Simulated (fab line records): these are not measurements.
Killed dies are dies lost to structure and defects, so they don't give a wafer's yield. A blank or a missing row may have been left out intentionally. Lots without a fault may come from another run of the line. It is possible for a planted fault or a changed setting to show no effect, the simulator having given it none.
Matching of chambers -- flow nand harc -- NHARC_A_BLC_STRIP_29 on rie diel-02: 4 sister chambers
The step strips in CF4. 18 wafers are shown with their chamber, then 9 later ones without.

== WAFERS PAIRED WITH THEIR CHAMBERS ==
wafer,chamber,drypump motor current A (A),oes product au (a.u.),throttle valve pct (%)
L074.4,0,5.2,1.004,13.299
L074.5,2,5.2,1.005,13.286
L074.6,1,5.8,1.004,13.277
L077.1,2,5.3,0.994,13.287
L077.3,3,5.9,1.003,13.277
L077.5,0,5.3,0.999,13.288
L081.3,0,5.2,0.998,13.283
L081.4,3,5.9,1.020,13.292
L081.6,3,5.9,1.015,13.295
L080.1,0,5.2,0.993,13.275
L080.2,2,5.2,1.002,13.275
L080.3,3,5.9,0.996,13.285
L084.1,1,5.8,1.007,13.275
L084.4,3,5.9,1.004,13.269
L084.5,3,5.9,1.008,13.281
L083.2,0,5.2,0.987,13.276
L083.4,1,5.8,0.998,13.270
L083.5,1,5.8,1.002,13.276

SIGNATURES (averages over the wafers above)
reading,chamber 0,chamber 1,chamber 2,chamber 3,scatter within a chamber
drypump motor current A,5.220,5.800,5.233,5.900,0.0324
oes product au,0.99620,1.00275,1.00033,1.00767,0.00682
throttle valve pct,13.28420,13.27450,13.28267,13.28317,0.00832
Rule: for each reading, subtract the chamber's mean from the wafer's reading, divide by that reading's scatter and square the result; add these up over the readings and take the root, which gives the wafer's distance from the chamber. If the next closest chamber is less than 2 further off than the closest, the wafer can't be placed; otherwise it belongs to the closest. The scatter: take each reading less its chamber's mean, square it, sum over the shown wafers, divide by the number of wafers less the number of chambers, and take the root.

== WAFERS WHOSE CHAMBER IS MISSING ==
wafer,drypump motor current A (A),oes product au (a.u.),throttle valve pct (%)
L092.2,5.3,1.004,13.286
L092.3,5.8,1.021,13.280
L092.6,5.2,1.007,13.291
L097.1,5.9,1.015,13.275
L097.2,5.2,1.004,13.278
L097.6,5.2,1.002,13.281
L096.2,5.2,1.005,13.276
L096.3,5.3,1.012,13.287
L096.5,5.3,0.998,13.276

== WHICH CHAMBER EACH WENT THROUGH ==
wafer,from the rows above,in truth
L092.2,can't be placed: 2 or 0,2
L092.3,can't be placed: 1 or 3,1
L092.6,can't be placed: 2 or 0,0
L097.1,3,3
L097.2,can't be placed: 2 or 0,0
L097.6,can't be placed: 2 or 0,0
L096.2,can't be placed: 2 or 0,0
L096.3,can't be placed: 2 or 0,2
L096.5,can't be placed: 2 or 0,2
Placed correctly: 1 of 9. From these rows, 8 cannot be placed; in 8 the true chamber is one of the candidates. Placed wrongly: 0.
